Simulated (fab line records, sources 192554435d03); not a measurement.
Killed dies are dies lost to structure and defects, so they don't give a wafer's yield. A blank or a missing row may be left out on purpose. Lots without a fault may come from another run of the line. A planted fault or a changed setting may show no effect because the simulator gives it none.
fab line records | flow n5_finfet
record lots=10 wafers=30 last_day=16
route steps=1938 shown BEOL_M1@791 TV_OPEN@1887 PASSIVATION@1936
lots that met no fault: from a run of the same line without faults
start_h: hours from the record's first day to the start of the lot's first wafer shown | wait_h: hours since the lot's step before | " the same as in the row above | L1.1+2: a row that stands for several wafers | - no value, or no start given | * or withheld: withheld | < > ~ a bound
route shown NAME@n: a module of which the file shows steps, and the number in the route of the first | usual: mean/standard deviation of fault-free wafers | same: alike in all rows | chamber/n: place in a boat | sites: the reading at each site | _std_site: their standard deviation | _edge_site: outer sites' mean less inner sites' | radius_mm: how far each site lies from the wafer's centre | mask NAME#n: copy n | behind: the tool/chamber that last shaped the wafer | hold: why the lot was held/for how many hours/how that ended | device: the transistor (n, p or np) that didn't switch | end of line: the same wafers' tests at the end of the route | a step without rows: its recipe alone | killed: dies lost to structure and defects at the first sort, not the wafer's yield | map: a wafer's dies, x killed, . not, _ none there
set.NAME: the setting as run; set.NAME@STEP: as run at that earlier step | model.NAME: the simulator's own value behind a step, which no gauge read
steps of the route over a sample of lots; a table a step, a row a wafer
services: from which hour (start_h, from the record's first day; less than 0 if before it) a tool's chamber was out of use, for how many hours, and why
## steps
# step N5_BEOL_M1_ETCH_69
# recipe chemistry=CF4 target=SiARC target_depth_a=156 mask_material=CAR-EUV time_s=26 ion_energy_ev=80 pressure_mtorr=40 source_w=545 bias_w=36 Ar_flow_sccm=100 cf4_flow_sccm=100 ends=cleared
# usual drypump_motor_current_A=5.9/0.42 etch_rf_on_time_s=26.0/0.5 oes_product_au=0.66/0.072 rf_vpp_V=183.5/1.2 showerhead_plenum_p_Torr=2.10/0.068 throttle_valve_pct=15.56/0.25
# columns lot.wafer tool chamber start_h wait_h drypump_motor_current_A etch_rf_on_time_s oes_product_au rf_hours_counter_h rf_vpp_V showerhead_plenum_p_Torr throttle_valve_pct
L514.2 rie_diel-02 3 128.74 0.0 6.2 26.9 0.59 241 183.5 2.20 15.52
L514.4 " 2 " " 5.1 26.6 0.58 - 184.9 2.10 15.53
L514.6 " 0 " " 5.7 26.5 0.65 - 184.9 2.15 15.78
L516.1 rie_diel-03 2 143.34 0.0 6.2 26.1 0.63 154 183.3 2.06 15.60
L516.2 " 0 " " 6.1 26.1 0.65 167 183.4 2.05 15.72
L516.5 " 3 " " 6.2 25.8 0.69 - 184.5 2.08 15.56
L517.2 rie_diel-02 0 152.93 0.0 5.7 26.7 0.64 135 183.8 2.15 15.81
L517.4 " 0 " " 5.7 26.6 0.64 - 183.9 2.15 15.79
L517.6 " 3 " " 6.3 27.0 0.57 - 184.4 2.19 15.53
L518.3 rie_diel-02 0 155.49 0.0 5.7 26.6 0.64 136 184.5 2.15 15.80
L518.4 " 1 " " 5.7 25.2 0.67 - 181.6 1.99 15.21
L518.6 " 3 " " 6.3 26.5 0.59 - 182.9 2.19 15.53
L520.2 rie_diel-02 3 168.50 0.0 6.2 26.4 0.58 256 184.8 2.19 15.56
L520.3 " 1 " " 5.7 25.2 0.66 133 183.0 1.99 15.21
L520.4 " 3 " " 6.3 26.4 0.58 - 183.9 2.19 15.55
L521.2 rie_diel-03 3 176.52 0.0 6.2 26.2 0.68 104 183.5 2.07 15.57
L521.4 " 3 " " 6.2 26.1 0.68 - 184.0 2.07 15.58
L521.6 " 0 " " 6.1 26.4 0.65 - 181.1 2.05 15.75
L524.1 rie_diel-03 0 192.55 0.0 6.1 26.5 0.63 182 183.5 2.04 15.76
L524.3 " 3 " " 6.2 26.3 0.67 109 184.0 2.07 15.59
L524.5 " 3 " " 6.2 26.0 0.67 - 182.2 2.07 15.59
L525.2 rie_diel-03 0 201.69 0.0 6.1 26.3 0.63 185 183.2 2.04 15.77
L525.3 " 2 " " 6.2 26.4 0.62 172 183.5 2.06 15.64
L525.6 " 0 " " 6.1 26.3 0.64 - 183.6 2.04 15.77
L527.1 rie_diel-03 0 215.34 0.0 6.1 26.4 0.63 189 181.5 2.04 15.77
L527.4 " 2 " " 6.2 26.5 0.61 176 182.7 2.06 15.63
L527.6 " 3 " " 6.2 26.3 0.67 - 182.5 2.07 15.59
L531.1 rie_diel-02 3 238.44 0.0 6.3 25.8 0.78 14 184.7 2.19 15.08
L531.2 " 0 " " 5.7 26.4 0.62 164 184.2 2.14 15.87
L531.4 " 2 " " 5.2 25.2 0.79 17 184.2 2.10 15.09
# step N5_PASSIVATION_PASS_ETCH_74
# recipe chemistry=CF4/O2 target=SiNx target_depth_a=2200 time_s=110 ion_energy_ev=100 pressure_mtorr=40 source_w=535 bias_w=49 Ar_flow_sccm=100 cf4_flow_sccm=100 O2_flow_sccm=10
# usual drypump_motor_current_A=5.8/0.41 oes_ar_750_au=0.81/0.095 oes_f_703_au=0.81/0.097 oes_product_au=0.81/0.1 rf_vpp_V=239.8/2.5 showerhead_plenum_p_Torr=2.17/0.061 throttle_valve_pct=15.95/0.21
# columns lot.wafer tool chamber start_h wait_h drypump_motor_current_A oes_ar_750_au oes_f_703_au oes_product_au rf_hours_counter_h rf_vpp_V showerhead_plenum_p_Torr throttle_valve_pct
L514.2 rie_diel-03 2 275.25 0.0 6.2 0.71 0.71 0.71 195 240.2 2.11 16.05
L514.4 " 3 " " 6.2 0.78 0.78 0.78 133 235.6 2.12 16.01
L514.6 " 2 " " 6.2 0.71 0.70 0.71 - 237.6 2.11 16.05
L516.1 rie_diel-04 2 290.58 0.0 5.7 0.89 0.91 0.91 30 239.2 2.17 15.87
L516.2 " 1 " " 6.1 0.73 0.73 0.72 196 245.2 2.28 15.98
L516.5 " 1 " " 6.1 0.73 0.72 0.73 - 243.9 2.28 15.98
L517.2 rie_diel-03 2 290.59 0.0 6.2 0.70 0.70 0.69 203 237.2 2.11 16.04
L517.4 " 0 " " 6.1 0.73 0.72 0.72 213 241.8 2.09 16.20
L517.6 " 0 " " 6.1 0.73 0.71 0.72 - 242.1 2.09 16.19
L518.3 rie_diel-03 3 297.42 0.0 6.2 0.77 0.76 0.77 142 236.1 2.12 16.02
L518.4 " 0 " " 6.1 0.73 0.72 0.73 214 239.3 2.09 16.19
L518.6 " 1 " " 4.7 0.91 0.91 0.92 - 241.0 2.24 15.73
L520.2 rie_diel-04 1 299.18 0.0 6.1 0.73 0.73 0.72 199 245.7 2.28 16.01
L520.3 " 2 " " 5.7 0.89 0.90 0.89 32 239.1 2.17 15.91
L520.4 " 2 " " 5.7 0.90 0.90 0.88 - 239.1 2.17 15.90
L521.2 rie_diel-03 1 311.50 0.0 4.7 0.90 0.90 0.91 38 240.9 2.24 15.73
L521.4 " 0 " " 6.1 0.72 0.71 0.72 218 241.8 2.09 16.20
L521.6 " 2 " " 6.2 0.70 0.70 0.70 - 239.3 2.11 16.08
L524.1 rie_diel-03 2 331.18 0.0 6.2 0.69 0.69 0.70 214 238.2 2.10 16.09
L524.3 " 0 " " 6.1 0.72 0.71 0.72 225 240.4 2.09 16.22
L524.5 " 3 " " 6.2 0.76 0.77 0.76 - 235.5 2.12 16.02
L525.2 rie_diel-04 2 340.56 0.0 5.7 0.87 0.87 0.87 47 238.6 2.16 15.94
L525.3 " 3 " " 5.8 0.96 0.96 0.98 7 240.8 2.17 15.80
L525.6 " 2 " " 5.7 0.86 0.87 0.87 - 237.7 2.16 15.93
L527.1 rie_diel-04 0 358.45 0.0 5.6 0.94 0.95 0.95 7 240.6 2.17 15.96
L527.4 " 2 " " 5.7 0.86 0.86 0.85 54 237.8 2.16 15.94
L527.6 " 3 " " 5.8 0.94 0.95 0.96 - 239.1 2.16 15.83
L531.1 rie_diel-03 2 380.06 0.0 6.2 0.69 0.68 0.67 229 239.0 2.10 16.11
L531.2 " 1 " " 4.7 0.87 0.87 0.88 60 241.3 2.24 15.79
L531.4 " 0 " " 6.1 0.71 0.70 0.71 240 241.5 2.09 16.25
# step N5_PASSIVATION_ETCH_15
# recipe chemistry=CF4/N2 target=SiCN target_depth_a=750 taper_deg=2 time_s=81.2 ion_energy_ev=150 mask_material=SiNx pressure_mtorr=40 source_w=430 bias_w=70 Ar_flow_sccm=100 cf4_flow_sccm=60 n2_flow_sccm=60
# usual drypump_motor_current_A=5.8/0.41 oes_product_au=0.81/0.1 rf_vpp_V=381.2/1.6 showerhead_plenum_p_Torr=2.17/0.062 throttle_valve_pct=15.40/0.22
# columns lot.wafer tool chamber start_h wait_h drypump_motor_current_A oes_product_au rf_hours_counter_h rf_vpp_V showerhead_plenum_p_Torr throttle_valve_pct
L514.2 rie_diel-03 2 - - 6.2 0.71 195 379.2 2.11 15.51
L514.4 " 3 " " 6.2 0.77 133 379.6 2.13 15.47
L514.6 " 2 " " 6.2 0.71 - 379.7 2.11 15.51
L516.1 rie_diel-04 2 - - 5.7 0.90 30 382.4 2.17 15.32
L516.2 " 1 " " 6.1 0.72 197 382.5 2.28 15.44
L516.5 " 1 " " 6.1 0.73 - 383.8 2.28 15.43
L517.2 rie_diel-03 2 - - 6.2 0.70 203 380.5 2.11 15.52
L517.4 " 0 " " 6.1 0.72 213 379.6 2.10 15.66
L517.6 " 0 " " 6.1 0.73 - 379.3 2.10 15.65
L518.3 rie_diel-03 3 - - 6.2 0.75 142 380.5 2.12 15.50
L518.4 " 0 " " 6.1 0.72 214 379.6 2.09 15.65
L518.6 " 1 " " 4.7 0.91 - 382.7 2.25 15.18
L520.2 rie_diel-04 1 - - 6.1 0.72 199 383.1 2.28 15.44
L520.3 " 2 " " 5.7 0.89 33 381.1 2.17 15.31
L520.4 " 2 " " 5.7 0.90 - 380.9 2.17 15.32
L521.2 rie_diel-03 1 - - 4.7 0.91 38 383.5 2.25 15.19
L521.4 " 0 " " 6.1 0.72 218 379.0 2.09 15.67
L521.6 " 2 " " 6.2 0.70 - 378.5 2.11 15.52
L524.1 rie_diel-03 2 - - 6.2 0.69 215 380.4 2.10 15.55
L524.3 " 0 " " 6.1 0.72 225 379.5 2.09 15.69
L524.5 " 3 " " 6.2 0.75 - 380.6 2.12 15.49
L525.2 rie_diel-04 2 - - 5.7 0.87 47 379.2 2.16 15.36
L525.3 " 3 " " 5.8 0.98 7 381.3 2.17 15.22
L525.6 " 2 " " 5.7 0.87 - 381.1 2.16 15.35
L527.1 rie_diel-04 0 - - 5.6 0.95 8 381.5 2.17 15.39
L527.4 " 2 " " 5.7 0.85 54 381.1 2.16 15.37
L527.6 " 3 " " 5.8 0.95 - 380.7 2.16 15.24
L531.1 rie_diel-03 2 - - 6.2 0.68 229 379.3 2.10 15.58
L531.2 " 1 " " 4.7 0.87 60 382.6 2.24 15.22
L531.4 " 0 " " 6.1 0.70 240 378.0 2.09 15.72
# step N5_PASSIVATION_PROBE_49
# usual defect_limited_yield=91.5/1.3 killed_at_M0_to_M3=33/11 killed_at_M4_up=14/5.3 killed_at_contacts=11/6.3 killed_at_front_end=38/10 killed_at_other=3.7/2.8 killed_dies=101/16 killed_on_rim=13/3.4 killed_open=67/12 killed_short=32/7.4 sort_bin_5_function=5.0/0.86 sort_bin_6_memory=3.2/0.69 sort_n_pass=1079/16 sort_yield_pct=91.5/1.3
# same gross_dies=1180 killed_at_back_side=0 sort_bin_4_leakage[%]=0 sort_bin_8_speed[%]=0
# columns lot.wafer tool chamber start_h wait_h defect_limited_yield[%] killed_at_M0_to_M3 killed_at_M4_up killed_at_contacts killed_at_front_end killed_at_other killed_dies killed_on_rim killed_open killed_short sort_bin_5_function[%] sort_bin_6_memory[%] sort_n_pass sort_yield_pct[%]
L521.2 prober-01 - 317.91 0.1 90.2 46 5 24 38 3 116 11 79 37 6.2 3.1 1064 90.2
L521.4 prober-01 - 318.01 0.2 91.2 27 9 24 35 9 104 14 70 33 5.3 2.9 1076 91.2
L521.6 prober-01 - 318.11 0.3 89.9 33 11 33 37 5 119 21 84 32 5.8 3.9 1061 89.9
L524.1 prober-02 - 338.59 0.0 94.8 15 16 5 25 0 61 7 39 21 2.5 2.2 1119 94.8
L524.3 prober-02 - 338.69 0.1 92.8 22 5 15 39 4 85 10 46 37 4.2 2.6 1095 92.8
L524.5 prober-02 - 338.79 0.2 94.0 15 10 9 32 5 71 9 47 24 2.8 2.8 1109 94.0
L525.2 prober-01 - 347.54 0.1 83.1 133 9 14 38 6 200 31 74 37 9.4 4.7 980 83.1
L525.3 prober-01 - 347.59 0.1 82.3 129 18 11 48 3 209 32 91 41 10.9 4.3 971 82.3
L525.6 prober-01 - 347.74 0.3 84.3 124 20 17 22 2 185 25 73 27 9.7 3.7 995 84.3
L527.1 prober-01 - 364.95 0.0 85.2 112 29 6 24 4 175 27 73 20 8.2 3.9 1005 85.2
L527.4 prober-01 - 365.10 0.2 85.7 106 15 6 30 12 169 29 53 34 8.5 2.8 1011 85.7
L527.6 prober-01 - 365.20 0.3 80.1 169 6 14 34 12 235 12 57 28 10.9 4.8 945 80.1
L531.1 prober-02 - 387.24 0.0 90.4 47 18 9 37 2 113 18 88 24 5.8 3.3 1067 90.4
L531.2 prober-02 - 387.29 0.1 91.7 34 21 3 38 2 98 9 62 35 4.7 3.1 1082 91.7
L531.4 prober-02 - 387.39 0.2 91.5 42 26 2 25 5 100 11 67 30 5.1 3.1 1080 91.5
# killed by level:class
L521.2 MOL_CONTACT_COAG:geometric_particle:open=20 BEOL_M2:geometric_particle:open=13 BEOL_M0_SAQP:geometric_particle:short=10 FIN_SAQP:geometric_particle:open=8 FIN_SAQP:geometric_particle:short=8 STI_FIN_REVEAL:geometric_particle:open=6 BEOL_M1:geometric_particle:open=6 BEOL_M3:geometric_particle:open=5
L521.4 MOL_CONTACT_COAG:geometric_particle:open=19 BEOL_M0_SAQP:geometric_particle:short=12 STI_FIN_REVEAL:geometric_particle:open=12 BEOL_M0_SAQP:geometric_particle:open=6 MOL_CONTACT_COAG:geometric_particle:short=5 BEOL_M2:geometric_particle:open=5 FIN_SAQP:geometric_particle:open=4 STARTING-WAFER:geometric_particle:short=4
L521.6 MOL_CONTACT_COAG:geometric_particle:open=30 BEOL_M0_SAQP:geometric_particle:open=12 FIN_SAQP:geometric_particle:short=11 FIN_SAQP:geometric_particle:open=9 BEOL_M0_SAQP:geometric_particle:short=9 STI_FIN_REVEAL:geometric_particle:open=5 BEOL_M2:geometric_particle:open=5 BEOL_M1:geometric_particle:open=4
L524.1 STI_FIN_REVEAL:geometric_particle:open=5 BEOL_M4:geometric_particle:open=5 STARTING-WAFER:geometric_particle:open=5 FIN_SAQP:geometric_particle:open=4 BEOL_M1:geometric_particle:open=4 BEOL_M4:geometric_particle:short=4 MOL_CONTACT_COAG:geometric_particle:open=3 ILD0:geometric_particle:short=2
L524.3 FIN_SAQP:geometric_particle:short=10 STI_FIN_REVEAL:geometric_particle:open=9 MOL_CONTACT_COAG:geometric_particle:short=8 MOL_CONTACT_COAG:geometric_particle:open=7 FIN_SAQP:geometric_particle:open=6 BEOL_M0_SAQP:geometric_particle:open=4 BEOL_M0_SAQP:geometric_particle:short=4 BEOL_M3:geometric_particle:open=4
L524.5 FIN_SAQP:geometric_particle:short=6 STI_FIN_REVEAL:geometric_particle:open=6 MOL_CONTACT_COAG:geometric_particle:open=5 FIN_SAQP:geometric_particle:open=4 MOL_CONTACT_COAG:geometric_particle:short=4 GATE_CUT:geometric_particle:open=4 BEOL_M0_SAQP:geometric_particle:open=4 BEOL_M4:geometric_particle:open=4
L525.2 BEOL_M1:unspecified=87 STI_FIN_REVEAL:geometric_particle:open=15 BEOL_M0_SAQP:geometric_particle:open=15 MOL_CONTACT_COAG:geometric_particle:open=13 BEOL_M2:geometric_particle:open=8 BEOL_M0_SAQP:geometric_particle:short=7 FIN_SAQP:geometric_particle:short=6 BEOL_M1:geometric_particle:open=5
L525.3 BEOL_M1:unspecified=76 STI_FIN_REVEAL:geometric_particle:open=19 BEOL_M0_SAQP:geometric_particle:short=11 BEOL_M1:geometric_particle:open=11 MOL_CONTACT_COAG:geometric_particle:open=10 BEOL_M0_SAQP:geometric_particle:open=10 BEOL_M1:geometric_particle:short=8 STI_FIN_REVEAL:geometric_particle:short=6
L525.6 BEOL_M1:unspecified=84 BEOL_M2:geometric_particle:open=17 MOL_CONTACT_COAG:geometric_particle:open=12 BEOL_M4:geometric_particle:open=11 BEOL_M1:geometric_particle:open=7 MOL_CONTACT_COAG:geometric_particle:short=5 BEOL_M3:geometric_particle:open=5 STI_FIN_REVEAL:geometric_particle:open=4
L527.1 BEOL_M1:unspecified=79 BEOL_M4:geometric_particle:open=20 BEOL_M3:geometric_particle:open=9 MOL_CONTACT_COAG:geometric_particle:open=6 BEOL_M0:geometric_particle:open=6 STI_FIN_REVEAL:geometric_particle:open=4 FIN_SAQP:geometric_particle:short=3 DUMMY_GATE:geometric_particle:open=3
L527.4 BEOL_M1:unspecified=81 BEOL_M1:geometric_particle:open=7 DUMMY_GATE:geometric_particle:open=6 BEOL_M3:geometric_particle:open=6 MIM_BOT:geometric_particle:short=6 GATE_CUT:geometric_particle:open=5 BEOL_M4:geometric_particle:open=4 STARTING-WAFER:geometric_particle:short=4
L527.6 BEOL_M1:unspecified=150 MOL_CONTACT_COAG:geometric_particle:open=8 BEOL_M2:geometric_particle:open=8 MOL_CONTACT_COAG:geometric_particle:short=6 GATE_CUT:geometric_particle:open=5 MIM_BOT:geometric_particle:open=5 STI_FIN_REVEAL:geometric_particle:open=4 DUMMY_GATE:geometric_particle:open=4
L531.1 BEOL_M2:geometric_particle:open=16 STI_FIN_REVEAL:geometric_particle:open=13 BEOL_M4:geometric_particle:open=9 BEOL_M3:geometric_particle:open=9 MOL_CONTACT_COAG:geometric_particle:open=8 DUMMY_GATE:geometric_particle:open=7 BEOL_M0_SAQP:geometric_particle:open=6 BEOL_M0:geometric_particle:open=6
L531.2 FIN_SAQP:geometric_particle:short=12 BEOL_M4:geometric_particle:open=9 STI_FIN_REVEAL:geometric_particle:open=8 BEOL_M1:geometric_particle:open=7 FIN_SAQP:geometric_particle:open=6 BEOL_M0_SAQP:geometric_particle:open=6 BEOL_M2:geometric_particle:open=6 BEOL_M0_SAQP:geometric_particle:short=5
L531.4 BEOL_M2:geometric_particle:open=11 BEOL_M5:geometric_particle:open=10 BEOL_M0_SAQP:geometric_particle:open=8 DUMMY_GATE:geometric_particle:open=7 BEOL_M1:geometric_particle:open=6 BEOL_M0_SAQP:geometric_particle:short=5 FIN_SAQP:geometric_particle:short=4 BEOL_M4:geometric_particle:open=4
## services
# columns tool chamber start_h hours kind
rie_diel-02 1 128.59 14.5 repair
rie_diel-02 2 143.09 - clean
rie_diel-02 2 143.09 - consumable_replace:focus_ring
rie_diel-02 2 143.09 35.0 scheduled_down
rie_diel-03 1 170.57 - clean
rie_diel-03 1 170.57 - consumable_replace:focus_ring
rie_diel-03 1 170.57 23.4 scheduled_down
rie_diel-03 1 170.57 23.4 vent_cycle
rie_diel-04 2 185.70 - clean
rie_diel-04 2 185.70 - consumable_replace:focus_ring
rie_diel-04 2 185.70 13.5 scheduled_down
rie_diel-04 2 185.70 13.5 vent_cycle
rie_diel-04 2 250.08 2.5 repair
rie_diel-04 3 257.50 8.1 repair
rie_diel-02 - 270.26 14.6 pm
rie_diel-02 - 289.47 0.3 repair
rie_diel-04 3 298.96 - clean
rie_diel-04 3 298.96 - consumable_replace:focus_ring
rie_diel-04 3 298.96 20.0 scheduled_down
rie_diel-04 3 298.96 20.0 vent_cycle
rie_diel-04 0 318.99 - clean
rie_diel-04 0 318.99 - consumable_replace:focus_ring
rie_diel-04 0 318.99 15.8 scheduled_down
rie_diel-04 0 318.99 15.8 vent_cycle
## key
first_sign step=N5_PASSIVATION_PROBE_49 reading=killed_at_M0_to_M3 direction=up sigmas=8.8 usual=33 struck=129
effect step=N5_PASSIVATION_PROBE_49 reading=defect_limited_yield direction=down sigmas=6 usual=91.5 struck=83.4
more_kills_born_at N5_BEOL_M1_ETCH_69@rie_diel-03=557
met_at N5_BEOL_M1_ETCH_69
struck_lots L525,L527
not_acting_at N5_PASSIVATION_PASS_ETCH_74,N5_PASSIVATION_ETCH_15
onset_between 192.55 201.69
fault kind=chamber_particle_source tool=rie_diel-03 chamber=- onset_h=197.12 steps=N5_BEOL_M1_ETCH_69 rate_per_visit_cm2=1.661 end_h=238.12
